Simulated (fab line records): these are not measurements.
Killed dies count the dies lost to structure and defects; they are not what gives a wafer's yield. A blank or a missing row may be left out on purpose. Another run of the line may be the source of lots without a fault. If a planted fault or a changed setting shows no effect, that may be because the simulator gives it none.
Split-lot trial ; flow n5 finfet ; 21 wafers read from 7 lots, route of 1938 steps

## ABOUT THE SPLIT
At N5_BEOL_M6_TRENCH_ETCH_37 (etches SiCOH lowk in C4F6/O2, target depth 94.435 nm, time 31.5 s), the setting source w was moved away from the recipe's 345 W on 7 of the 21 wafers read, by -15.7% to +11.2%. All remaining wafers had this setting at the recipe value.

The reading comes from the split's own step.

## THE READING
rf vpp V, in V, at N5_BEOL_M6_TRENCH_ETCH_37 (etches SiCOH lowk in C4F6/O2, target depth 94.435 nm, time 31.5 s). On this fab line, fault-free wafers typically give 662 V with a standard deviation of 12 V.

wafer;tool, chamber at the split;source w as run, W;against the recipe;rf vpp V, V;against lot-mates on the recipe
L074.3;rie diel-04, 0;345;recipe;665;-
L074.4;rie diel-04, 2;325.2;-5.7%;665;+0
L074.6;rie diel-04, 3;325.2;-5.7%;688;+23
L075.1;rie diel-04, 2;345;recipe;645;-
L075.3;rie diel-04, 1;345;recipe;655;-
L075.4;rie diel-04, 0;345;recipe;667;-
L079.1;rie diel-02, 0;345;recipe;666;-
L079.3;rie diel-02, 2;322.6;-6.5%;692;+38
L079.6;rie diel-02, 3;345;recipe;641;-
L083.2;rie diel-05, 0;345;recipe;670;-
L083.4;rie diel-05, 2;345;recipe;655;-
L083.6;rie diel-05, 1;383.6;+11.2%;631;-32
L087.1;rie diel-05, 0;290.8;-15.7%;730;+66
L087.4;rie diel-05, 1;345;recipe;664;-
L087.6;rie diel-05, 2;290.8;-15.7%;715;+51
L090.3;rie diel-05, 1;345;recipe;666;-
L090.4;rie diel-05, 3;345;recipe;686;-
L090.5;rie diel-05, 3;345;recipe;686;-
L091.2;rie diel-04, 0;380.1;+10.2%;633;-33
L091.5;rie diel-04, 0;345;recipe;666;-
L091.6;rie diel-04, 3;345;recipe;666;-

THE FIT
A straight line over all 21 wafers: rf vpp V changes by -3.41 V for each +1% of source w; r = -0.88; the points scatter about the line by 12 V.
The same after taking each lot's own level away (the mean of its wafers on the recipe; 21 wafers): -3.48 V for each +1%; r = -0.92; scatter 9.7 V.
That fit puts the effect of the largest move of source w on the reading at 55 V.
Measured against the standard deviation above, the lots' own levels, which go from 653.5 to 679.3 V, span 2.2 times it.
The two slopes agree, so the slope changes little with the lot-to-lot level.
Check: with one of the wafers moved furthest among these (-15.7%) left out of the fit, the line predicts +50.7 V for it against its lot-mates. Against them it came out at +66 V.
Tool readings at the split's step, against how far the setting was moved: rf vpp V r = -0.88.

## OTHER SPLITS ON THESE WAFERS
Other splits were also applied to these wafers ahead of the reading. Each is held against what the fit with the lots' levels taken away leaves over:
other split on the same wafers;wafers away from the commonest value;r with rf vpp V (lot level and that fit taken away)
N5_BEOL_M6_COAT_60 spin rpm;9;-0.28
N5_BEOL_M6_ETCH_62 time s;5;+0.38

## FILE'S OWN FIT
rf vpp V changes by -3.48 V for each +1% of source w, r = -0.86.
